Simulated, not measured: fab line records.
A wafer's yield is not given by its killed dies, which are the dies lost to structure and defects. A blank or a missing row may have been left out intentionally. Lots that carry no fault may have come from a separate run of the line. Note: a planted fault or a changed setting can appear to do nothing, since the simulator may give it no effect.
fab line records -- flow n5-finfet
record lots=4, wafers=12, last-day=17
route steps=1938 shown MOL_CONTACT_COAG@629 BEOL_M0_SAQP@632 BEOL_M4@1111 PASSIVATION@1936
lots that met no fault: taken from a fault-free run of the same line
start-h: hours from the record's opening day to when the first of the lot's shown wafers began -- wait-h: how many hours have passed since the lot's step before this one -- " as in the row above -- L1.1+2: a single row standing in for several wafers -- - no value, or no start given -- * or withheld: withheld -- < > ~ a bound
route shown NAME@n: a module of which the file shows steps, and the number in the route of the first -- usual: the fault-free wafers' mean and standard deviation -- same: alike in all rows -- chamber/n: place in a boat -- sites: the reading at each site -- _std_site: the standard deviation of these -- _edge_site: the outer-site mean with the inner-site mean subtracted -- radius-mm: how far each site lies from the wafer's centre -- mask NAME#n: copy n -- behind: the most recent tool/chamber to have shaped the wafer -- hold: cause of the lot's hold/its duration in hours/its outcome -- device: the n, p or np transistor that did not switch -- end of line: the route-end tests of the same wafers -- step lacking rows: just its recipe -- killed: count of dies lost to structure and defects at first sort (not the wafer's yield) -- map: dies across one wafer; x = killed, . = not, _ = none there
set.NAME: the setting the step ran with; set.NAME@STEP: the setting that earlier step ran with -- model.NAME: the simulator's own value behind a step, which no gauge read
lots at some steps of the route; a table a step, a row a wafer
services: the hour from which a tool's chamber was out of use, counted from the record's first day as start-h (under 0 if before that day), plus the number of hours and why
## steps
# step N5_MOL_CONTACT_COAG_ANNEAL_112
# recipe temp-c=400, time-s=1800, ambient=HPD2, pressure-atm=10
# step N5_BEOL_M0_SAQP_PECVD_00
# recipe material=SiCN, target-thk-a=80, temp-c=withheld, precursor=3MS/NH3, pressure-torr=3, rf-w=202, time-s=14
# step N5_BEOL_M0_SAQP_ILD_DEP_01
# recipe material=SiOC, target-thk-a=454.19, temp-c=350, precursor=DEMS/O2, pressure-torr=5, rf-w=500, time-s=8.7
# step N5_BEOL_M0_SAQP_HM_DEP_02
# recipe material=TiN, target-thk-a=120, temp-c=25, chamber-pressure-pa=0.49996
# step N5_BEOL_M0_SAQP_PECVD_03
# recipe material=SiCN, target-thk-a=120, temp-c=withheld, precursor=3MS/NH3, pressure-torr=3, rf-w=202, time-s=21.1
# step N5_BEOL_M0_SAQP_PECVD_96
# recipe material=a-Si, target-thk-a=450, temp-c=350, precursor=SiH4/He, pressure-torr=3, rf-w=100, time-s=45.2
# step N5_BEOL_M0_SAQP_PECVD_97
# recipe material=SiNx, target-thk-a=230, temp-c=350, precursor=SiH4/NH3/N2, pressure-torr=1.5, rf-w=300, time-s=19.9
# step N5_BEOL_M0_SAQP_PECVD_04
# recipe material=a-Si, target-thk-a=600, temp-c=350, precursor=SiH4/He, pressure-torr=3, rf-w=100, time-s=60.2
# step N5_BEOL_M0_SAQP_HM_DEP_111
# recipe material=SiO2, target-thk-a=120, temp-c=400, precursor=SiH4/N2O, pressure-torr=0.75, rf-w=275, time-s=7.2
# usual heater-power-w=784/80, showerhead-plenum-p-Torr=8.10/0.14
lot.wafer,tool,chamber,start-h,wait-h,heater-power-w,showerhead-plenum-p-Torr,model.SiO2_of_BEOL_M0_SAQP_HM_DEP_111.thk-nm
L714.2,pecvd-01,2,166.66,0.0,692,8.07,11.8
L714.3,pecvd-01,1,166.66,0.0,764,7.97,12
L714.5,pecvd-01,0,166.66,0.0,868,7.81,12
L718.2,pecvd-02,1,185.70,0.0,777,8.27,12
L718.4,pecvd-02,0,185.70,0.0,752,8.25,12.2
L718.5,pecvd-02,2,185.70,0.0,716,8.09,12
L726.1,pecvd-02,1,233.11,0.0,902,8.25,12.4
L726.2,pecvd-02,0,233.11,0.0,791,8.23,12.4
L726.6,pecvd-02,1,233.11,0.0,905,8.25,12.4
L728.2,pecvd-02,2,248.48,0.0,599,8.10,12.2
L728.4,pecvd-02,2,248.48,0.0,633,8.11,12.2
L728.6,pecvd-02,1,248.48,0.0,765,8.26,12.6
# step N5_BEOL_M0_SAQP_COAT_81
# recipe resist=SOC, temp-c=250, time-s=60, spin-rpm=1500, resist-thk-nm=100
# step N5_BEOL_M0_SAQP_COAT_82
# recipe resist=SiARC, temp-c=220, time-s=60, spin-rpm=1500, resist-thk-nm=30
# step N5_BEOL_M0_SAQP_COAT_08
# recipe resist=CAR-ArF, spin-rpm=1500, resist-thk-nm=90
# step N5_BEOL_M0_SAQP_EBR_10
# recipe solvent=PGMEA, ebr-width-mm=1.5
# step N5_BEOL_M0_SAQP_SOFTBAKE_09
# recipe temp-c=110, time-s=60, resist=CAR-ArF
# step N5_BEOL_M0_SAQP_EXPOSE_11
# recipe mask-id=M0_CORE, na=1.35, source-shape=dipole, sigma-inner=0.538, sigma-outer=0.738, polarization=te, target-cd-nm=42, dose-mj=55
# step N5_BEOL_M0_SAQP_PEB_12
# recipe peb-temp-c=withheld, peb-time-s=60, resist=CAR-ArF
# step N5_BEOL_M0_SAQP_DEVELOP_13
# recipe develop-time-s=30, developer=TMAH, resist=CAR-ArF, dev-temp-c=23, rinse-liquid=diw, dry=air-spin
# step N5_BEOL_M0_SAQP_DESCUM_19
# recipe chemistry=O2, time-s=7.9, source-power-w=50, bias-power-w=20, pressure-mtorr=20, rf-frequency-hz=2.712e+07, temp-c=40, resist=CAR-ArF, o2-flow-sccm=225
# step N5_BEOL_M0_SAQP_ETCH_83
# recipe chemistry=CF4, target=SiARC, target-depth-a=390, mask-material=CAR-ArF, time-s=65, ion-energy-ev=80, pressure-mtorr=40, source-w=545, bias-w=36, Ar_flow_sccm=100, cf4-flow-sccm=100, ends=cleared
# step N5_BEOL_M0_SAQP_ETCH_84
# recipe chemistry=N2/H2, target=SOC, target-depth-a=1000, overetch-a=200, mask-material=SiARC, temp-c=40, time-s=150, ion-energy-ev=200, pressure-mtorr=30, source-w=840, bias-w=150, n2-flow-sccm=200, h2-flow-sccm=200
# step N5_BEOL_M0_SAQP_STRIP_80
# recipe chemistry=N2/H2, temp-c=40, n2-flow-sccm=200, h2-flow-sccm=200, rf-frequency-hz=6e+07
# step N5_BEOL_M0_SAQP_HM_OPEN_112
# recipe chemistry=CHF3/O2, target=SiO2, stop-on=a-Si, target-depth-a=120, over-etch-frac=1.25, mask-material=SOC, time-s=13.5, pressure-mtorr=30, source-w=650, bias-w=170, Ar_flow_sccm=200, CHF3_flow_sccm=50, O2_flow_sccm=5, ion-energy-ev=200, ends=end-point
# usual drypump-motor-current-A=6.0/0.36, oes_ar_750_au=0.74/0.071, oes-product-au=0.48/0.045, rf-vpp-V=525/8.2, showerhead-plenum-p-Torr=2.39/0.091, throttle-valve-pct=18.94/0.23
lot.wafer,tool,chamber,start-h,wait-h,drypump-motor-current-A,oes_ar_750_au,oes-product-au,rf-hours-counter-h,rf-vpp-V,showerhead-plenum-p-Torr,throttle-valve-pct,model.etch.depth-nm
L714.2,rie-diel-06,1,167.39,0.0,5.2,0.72,0.47,221,518,2.37,18.65,11.82
L714.3,rie-diel-06,0,167.39,0.0,5.7,0.76,0.49,155,515,2.42,19.02,11.94
L714.5,rie-diel-06,0,167.39,0.0,5.7,0.75,0.50,-,516,2.42,19.01,11.91
L718.2,rie-diel-06,1,186.52,0.0,5.2,0.72,0.47,227,519,2.37,18.64,12.01
L718.4,rie-diel-06,0,186.52,0.0,5.7,0.75,0.49,161,515,2.41,19.05,12.24
L718.5,rie-diel-06,0,186.52,0.0,5.7,0.76,0.49,-,514,2.42,19.02,11.94
L726.1,rie-diel-01,0,233.87,0.0,6.2,0.70,0.47,226,524,2.29,19.03,12.33
L726.2,rie-diel-01,3,233.87,0.0,5.6,0.73,0.47,207,521,2.50,19.16,12.42
L726.6,rie-diel-01,3,233.87,0.0,5.6,0.73,0.47,-,521,2.50,19.15,12.44
L728.2,rie-diel-05,2,249.20,0.0,6.2,0.68,0.45,250,534,2.28,18.64,12.13
L728.4,rie-diel-05,3,249.20,0.0,6.2,0.69,0.45,-,539,2.48,19.08,12.26
L728.6,rie-diel-05,2,249.20,0.0,6.2,0.68,0.45,-,534,2.28,18.64,12.52
# step N5_BEOL_M0_SAQP_STRIP_113
# recipe chemistry=CHF3/O2, resist=SiARC, rf-frequency-hz=6e+07
# step N5_BEOL_M0_SAQP_MANDREL_ETCH_20
# recipe target-depth-a=600, chemistry=HBr/Cl2, target=a-Si, stop-on=SiNx, bt-time-s=10, mask-material=SOC, over-etch-frac=0.5, time-s=30, pressure-mtorr=10, icp-w=800, bias-w=75, HBr_flow_sccm=150, Cl2_flow_sccm=80, ends=end-point
# step N5_BEOL_M0_SAQP_STRIP_86
# recipe chemistry=N2/H2, power-w=500, temp-c=40, pressure-mtorr=50, rf-frequency-hz=6e+07, overash-fraction=0.3, bias-power-w=28, h2-frac=0.5, n2-flow-sccm=300, h2-flow-sccm=300
# step N5_BEOL_M0_SAQP_STRIP_115
# recipe chemistry=post-etch-residue-remover, time-s=60, temp-c=25, remover-ph=withheld, remover-water-wt-pct=withheld, remover-fluoride-wt-pct=withheld
# usual temp-c=25.00/0.11
lot.wafer,tool,chamber,start-h,wait-h,temp-c,model.SiO2_of_BEOL_M0_SAQP_HM_DEP_111.thk-nm
L714.2,wet-bench-04,5,167.64,-,24.85,11.8
L714.3,wet-bench-04,2,167.64,-,25.04,11.8
L714.5,wet-bench-04,6,167.64,-,25.07,11.8
L718.2,wet-bench-02,7,186.77,-,25.07,12
L718.4,wet-bench-02,6,186.77,-,25.17,12.2
L718.5,wet-bench-02,2,186.77,-,25.03,11.8
L726.1,wet-bench-02,4,234.12,-,24.92,12.2
L726.2,wet-bench-02,6,234.12,-,24.98,12.4
L726.6,wet-bench-02,7,234.12,-,24.87,12.4
L728.2,wet-bench-04,2,249.45,-,24.94,12
L728.4,wet-bench-04,4,249.45,-,25.35,12.2
L728.6,wet-bench-04,0,249.45,-,24.95,12.4
# step N5_BEOL_M0_SAQP_SRD_93
# recipe dry=ipa-marangoni, time-s=30, temp-c=23, rinse-liquid=diw
# step N5_BEOL_M4_RC_MEAS_101
# usual DIBL_N=36.0/1.7, DIBL_P=35.8/2, IOFF_N=0.15/0.03, IOFF_P=0.20/0.037, ION_N=670/12, ION_P=460/7.2, SS_N=71.5/0.68, SS_P=73.2/0.65, VT_N=250/3.1, VT_P=-251/3.4
lot.wafer,tool,chamber,start-h,wait-h,DIBL_N[mV/V],DIBL_P[mV/V],IOFF_N[nA/um],IOFF_P[nA/um],ION_N[uA/um],ION_P[uA/um],SS_N[mV/dec],SS_P[mV/dec],VT_N[mV],VT_P[mV]
L714.2,prober-02,0,231.30,0.2,34.7,34.6,0.16,0.22,689,475,70.4,72.6,247,-247
L714.3,prober-02,0,231.30,0.2,37.0,35.5,0.19,0.24,674,454,72.1,73.6,248,-247
L714.5,prober-02,0,231.30,0.2,38.2,37.0,0.23,0.26,679,461,72.8,74.0,246,-245
L718.2,prober-01,0,255.17,0.2,34.9,33.4,0.12,0.16,661,460,71.3,72.5,253,-253
L718.4,prober-01,0,255.17,0.2,36.6,35.5,0.14,0.19,663,456,71.4,73.0,251,-250
L718.5,prober-01,0,255.17,0.2,36.3,35.3,0.14,0.19,667,458,72.2,73.2,252,-251
L726.1,prober-01,0,297.97,0.0,35.7,36.3,0.14,0.18,681,469,70.6,73.5,251,-254
L726.2,prober-01,0,297.97,0.0,31.8,31.9,0.10,0.13,645,445,70.0,72.4,259,-258
L726.6,prober-01,0,297.97,0.0,35.0,35.2,0.14,0.17,655,452,71.1,73.4,252,-255
L728.2,prober-02,0,317.27,0.2,36.1,36.7,0.16,0.20,684,453,71.5,73.2,248,-252
L728.4,prober-02,0,317.27,0.2,36.6,37.8,0.17,0.21,673,458,72.2,73.5,249,-253
L728.6,prober-02,0,317.27,0.2,36.3,37.6,0.16,0.21,674,459,70.7,73.5,248,-250
# step N5_PASSIVATION_PROBE_49
# usual defect-limited-yield=91.4/1.5, killed_at_M0_to_M3=32/9.8, killed_at_M4_up=15/5.6, killed-at-contacts=12/5.4, killed-at-front-end=40/13, killed-at-other=3.0/2.1, killed-dies=102/17, killed-on-rim=14/4.4, killed-open=67/13, killed-short=32/7.1, sort_bin_5_function=5.1/0.96, sort_bin_6_memory=3.2/0.7, sort-n-pass=1078/18, sort-yield-pct=91.3/1.5
# same gross-dies=1180, killed-at-back-side=0, sort_bin_4_leakage[%]=0, sort_bin_8_speed[%]=0
lot.wafer,tool,chamber,start-h,wait-h,defect-limited-yield[%],killed_at_M0_to_M3,killed_at_M4_up,killed-at-contacts,killed-at-front-end,killed-at-other,killed-dies,killed-on-rim,killed-open,killed-short,sort_bin_5_function[%],sort_bin_6_memory[%],sort-n-pass,sort-yield-pct[%]
L714.2,prober-01,-,331.85,0.1,91.7,12,24,21,34,7,98,13,63,35,5.2,3.0,1082,91.7
L714.3,prober-01,-,331.90,0.1,91.3,28,12,12,50,1,103,10,75,28,5.3,3.4,1077,91.3
L714.5,prober-01,-,332.00,0.2,90.2,32,19,20,41,4,116,12,84,32,5.6,3.8,1064,90.2
L718.5,prober-02,-,360.00,0.2,92.7,9,21,10,43,3,86,6,64,22,3.7,3.3,1094,92.7
# killed by level:class
L714.2 MOL_CONTACT_COAG:geometric-particle:open=18 BEOL_M4:geometric-particle:open=11 FIN_SAQP:geometric-particle:short=6 FIN_SAQP:geometric-particle:open=6 BEOL_M0_SAQP:geometric-particle:short=5 STI_FIN_REVEAL:geometric-particle:open=4 STI_FIN_REVEAL:geometric-particle:short=4 MOL_CONTACT_COAG:geometric-particle:short=3
L714.3 FIN_SAQP:geometric-particle:open=16 STI_FIN_REVEAL:geometric-particle:open=12 MOL_CONTACT_COAG:geometric-particle:open=9 BEOL_M0_SAQP:geometric-particle:open=8 FIN_SAQP:geometric-particle:short=7 BEOL_M4:geometric-particle:open=7 BEOL_M0_SAQP:geometric-particle:short=6 BEOL_M2:geometric-particle:open=5
L714.5 MOL_CONTACT_COAG:geometric-particle:open=15 STI_FIN_REVEAL:geometric-particle:open=11 BEOL_M4:geometric-particle:open=11 STARTING-WAFER:geometric-particle:open=10 BEOL_M0_SAQP:geometric-particle:short=9 BEOL_M2:geometric-particle:open=7 BEOL_M0_SAQP:geometric-particle:open=6 MOL_CONTACT_COAG:geometric-particle:short=5
L718.5 FIN_SAQP:geometric-particle:open=18 MOL_CONTACT_COAG:geometric-particle:open=10 GATE_CUT:geometric-particle:short=8 FIN_SAQP:geometric-particle:short=7 GATE_CUT:geometric-particle:open=5 BEOL_M4:geometric-particle:open=4 BEOL_M2:geometric-particle:open=3 BEOL_M6:geometric-particle:open=3
## services
tool,chamber,start-h,hours,kind
pecvd-01,2,156.72,2.1,scheduled-down
rie-diel-06,0,190.33,6.5,repair
pecvd-02,-,191.46,0.7,repair
rie-diel-05,0,192.88,-,clean
rie-diel-05,0,192.88,-,consumable-replace:focus-ring
rie-diel-05,0,192.88,-,consumable-replace:showerhead
rie-diel-05,0,192.88,15.2,scheduled-down
rie-diel-05,0,192.88,15.2,vent-cycle
pecvd-01,1,194.67,2.1,scheduled-down
rie-diel-06,2,195.78,28.7,repair
rie-diel-05,1,197.55,24.1,repair
pecvd-02,-,206.66,0.6,repair
pecvd-02,-,219.26,2.8,pm
pecvd-02,2,232.76,12.9,repair
pecvd-02,0,236.34,2.1,scheduled-down
rie-diel-05,1,244.64,5.5,repair
rie-diel-01,0,249.43,3.8,repair
## key
first-sign none at tools or gauges
model-effect step=N5_BEOL_M0_SAQP_HM_DEP_111, value=SiO2_of_BEOL_M0_SAQP_HM_DEP_111.thk-nm, without=11.97, struck=12.37
model-effect step=N5_BEOL_M0_SAQP_HM_OPEN_112, value=etch.depth-nm, without=11.94, struck=12.35
model-effect step=N5_BEOL_M0_SAQP_STRIP_115, value=SiO2_of_BEOL_M0_SAQP_HM_DEP_111.thk-nm, without=11.87, struck=12.27
met-at N5_BEOL_M0_SAQP_HM_DEP_111
struck-wafers L726.1,L726.2,L726.6,L728.2,L728.4,L728.6
onset-between 185.70 233.11
also-fits time
fault kind=process-parameter-drift, tool=pecvd-02, chamber=-, onset-h=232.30, steps=N5_BEOL_M0_SAQP_HM_DEP_111, channel=time-s, offset=*, shape=step, end-h=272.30, acts-in=*, stated=*
